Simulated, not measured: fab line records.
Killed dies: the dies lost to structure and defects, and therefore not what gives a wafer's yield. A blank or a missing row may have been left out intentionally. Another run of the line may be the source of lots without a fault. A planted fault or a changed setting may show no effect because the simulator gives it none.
Matching of chambers ; flow nandHarc ; rieDiel-11 running NHARC_A_CHANNEL_FILL_D1_ETCHBACK_20: 4 sister chambers
The step etches the open film in C4F8/O2/Ar, target depth 27 nm, time 13.5 s. 8 wafers are shown with their chamber, then 8 later ones without.

== WAFERS WITH THEIR CHAMBER ==
wafer;chamber;rfVppV (V);oesProductAu (a.u.)
L075.2;1;977;0.92
L077.1;2;972;0.93
L080.5;3;974;1.01
L084.3;3;974;1.00
L087.2;2;972;1.01
L087.3;1;976;1.01
L087.5;0;979;1.01
L089.2;0;978;0.92

== WAFERS WHOSE CHAMBER IS MISSING ==
wafer;rfVppV (V);oesProductAu (a.u.)
L089.3;977;0.92
L089.4;973;0.92
L093.1;973;0.93
L093.4;976;0.93
L093.6;972;0.93
L096.2;975;1.00
L096.5;972;1.00
L096.6;974;1.00

== WHICH CHAMBER EACH WENT THROUGH ==
wafer;from the rows above;in truth
L089.3;can't be placed: 1 or 0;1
L089.4;can't be placed: 2 or 3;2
L093.1;can't be placed: 2 or 3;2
L093.4;1;1
L093.6;2;2
L096.2;can't be placed: 3 or 1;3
L096.5;2;2
L096.6;3;3
4 of 8 placed correctly. These rows do not allow placing 4 (true chamber among the candidates in 4). Number placed wrongly: 0.
How it was worked out, from the rows above alone: a wafer's distance from a chamber is the root of the sum, over the readings, of the square of ((its reading less the chamber's mean) divided by the reading's scatter). The wafer belongs to the nearest chamber; if the next one is less than 2 further off, it can't be placed. The mean given for a chamber averages the wafers shown for that chamber. The scatter is the square root of a quotient: the sum, over the shown wafers, of each reading's squared deviation from its chamber's mean, divided by wafers minus chambers.
